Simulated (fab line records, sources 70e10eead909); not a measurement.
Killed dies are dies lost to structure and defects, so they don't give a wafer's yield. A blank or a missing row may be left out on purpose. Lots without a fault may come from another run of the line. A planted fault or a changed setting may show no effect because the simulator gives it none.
Which tool did it? | flow nand_harc | 12 lots, 36 wafers sampled, at 1 step of a route of 1302

WHAT THE GAUGES READ, wafer by wafer
NHARC_A_DECK1_JOINT_INSPECT_05.
lot  | measured     | on                | raw_defect_count
L075 | day 13 04:57 | defect_inspect-02 | 345 396 267
L077 | day 13 17:59 | defect_inspect-01 | 277 301 353
L078 | day 14 07:05 | defect_inspect-02 | 214 243 257
L081 | day 15 16:20 | defect_inspect-01 | 282 409 500
L083 | day 16 07:53 | defect_inspect-01 | 233 417 131
L085 | day 17 05:50 | defect_inspect-02 | 252 184 296
L086 | day 17 12:03 | defect_inspect-02 | 649 683 756
L089 | day 18 13:59 | defect_inspect-01 | 282 200 393
L090 | day 19 06:12 | defect_inspect-02 | 683 343 634
L093 | day 20 13:17 | defect_inspect-02 | 216 180 301
L094 | day 21 03:20 | defect_inspect-01 | 297 319 332
L096 | day 22 00:39 | defect_inspect-02 | 322 372 405

WHICH TOOL RAN EACH LOT (tool, then ch and the chambers of the sampled wafers, then the start)
The record holds no process step before these readings.

THE ANSWER, worked out from the rows above alone
Rule: what is usual is taken from the lots themselves. Put in order of their means at a reading, lots are off if they are a third of the lots or fewer, leave a main group of 4 or more, and stand apart from it by a gap of 3 or more times the standard deviation of the main group's means; of several such gaps the widest counts. A main group whose means are all the same, to the digits that the tables above print for the reading, isn't used. A lot without any number at a reading at which 4 lots or more have one is off too. The other lots that the step has rows for count as sound.
No lot is off at any reading shown: from this, nothing can be told.

WHAT THE SIMULATOR HAD PUT IN
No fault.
